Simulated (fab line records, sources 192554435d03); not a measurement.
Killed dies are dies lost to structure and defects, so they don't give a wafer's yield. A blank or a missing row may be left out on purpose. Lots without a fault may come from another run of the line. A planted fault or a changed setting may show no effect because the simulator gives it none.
Chamber matching | flow n5_finfet | N5_BEOL_M14_ETCH_59 on rie_diel-05: 4 sister chambers
The step etches BARC in N2/H2, target depth 89 nm, overetch 26.7 nm, time 67.9 s. 4 wafers are shown with their chamber, then 9 later ones without.

WAFERS WITH THEIR CHAMBER
wafer  | chamber | showerhead_plenum_p_Torr (Torr)
L869.2 | 2       | 2.61
L876.2 | 3       | 2.43
L876.3 | 0       | 2.66
L876.5 | 1       | 2.53

WAFERS WITHOUT THEIR CHAMBER
wafer  | showerhead_plenum_p_Torr (Torr)
L880.3 | 2.60
L880.4 | 2.52
L880.5 | 2.60
L884.1 | 2.52
L884.2 | 2.65
L884.5 | 2.66
L882.4 | 2.52
L882.5 | 2.52
L882.6 | 2.60

WHICH CHAMBER EACH WENT THROUGH
wafer  | from the rows above | in truth
L880.3 | 2                   | 2
L880.4 | 1                   | 1
L880.5 | 2                   | 2
L884.1 | 1                   | 1
L884.2 | 0                   | 0
L884.5 | 0                   | 0
L882.4 | 1                   | 1
L882.5 | 1                   | 1
L882.6 | 2                   | 2
Placed correctly: 9 of 9. Can't be placed from these rows: 0. Placed wrongly: 0.
How it was worked out, from the rows above alone: a wafer's distance from a chamber is the root of the sum, over the readings, of the square of ((its reading less the chamber's mean) divided by the reading's scatter). The wafer belongs to the nearest chamber; if the next one is less than 2 further off, it can't be placed. A chamber's mean is the mean of its shown wafers. The scatter: with one shown wafer a chamber, the root of the mean of the squares of how far each hidden wafer lies from its nearest shown one.
